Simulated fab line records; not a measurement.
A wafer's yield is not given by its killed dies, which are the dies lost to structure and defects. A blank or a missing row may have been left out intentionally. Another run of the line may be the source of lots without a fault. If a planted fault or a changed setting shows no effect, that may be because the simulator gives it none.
Chamber matching :: flow n5_finfet :: N5_BEOL_M15_ETCH_61 on rie_diel-04: 4 sister chambers
The step etches BARC in N2/H2, target depth 89 nm, overetch 26.7 nm, time 67.9 s. 4 wafers are shown with their chamber, then 7 later ones without.

## WAFERS WITH THEIR CHAMBER
wafer: L088.2
chamber: 2
showerhead_plenum_p_Torr (Torr): 2.66

wafer: L090.4
chamber: 0
showerhead_plenum_p_Torr (Torr): 2.71

wafer: L092.3
chamber: 1
showerhead_plenum_p_Torr (Torr): 2.49

wafer: L092.4
chamber: 3
showerhead_plenum_p_Torr (Torr): 2.57

## WAFERS WITH NO CHAMBER GIVEN
wafer: L092.6
showerhead_plenum_p_Torr (Torr): 2.71

wafer: L094.1
showerhead_plenum_p_Torr (Torr): 2.65

wafer: L094.2
showerhead_plenum_p_Torr (Torr): 2.70

wafer: L094.5
showerhead_plenum_p_Torr (Torr): 2.70

wafer: L095.2
showerhead_plenum_p_Torr (Torr): 2.49

wafer: L095.3
showerhead_plenum_p_Torr (Torr): 2.70

wafer: L095.4
showerhead_plenum_p_Torr (Torr): 2.65

## EACH ONE'S CHAMBER
wafer: L092.6
from the rows above: 0
in truth: 0

wafer: L094.1
from the rows above: 2
in truth: 2

wafer: L094.2
from the rows above: 0
in truth: 0

wafer: L094.5
from the rows above: 0
in truth: 0

wafer: L095.2
from the rows above: 1
in truth: 1

wafer: L095.3
from the rows above: 0
in truth: 0

wafer: L095.4
from the rows above: 2
in truth: 2
Correct placement for 7 of the 7. Can't be placed from these rows: 0. 0 placed wrongly.
How it was worked out, from the rows above alone: a wafer's distance from a chamber is the root of the sum, over the readings, of the square of ((its reading less the chamber's mean) divided by the reading's scatter). If the next closest chamber is less than 2 further off than the closest, the wafer can't be placed; otherwise it belongs to the closest. Each chamber's mean is taken over the wafers shown for it. The scatter (one wafer shown for each chamber): square how far every hidden wafer sits from the nearest shown wafer, average those squares and take the square root.
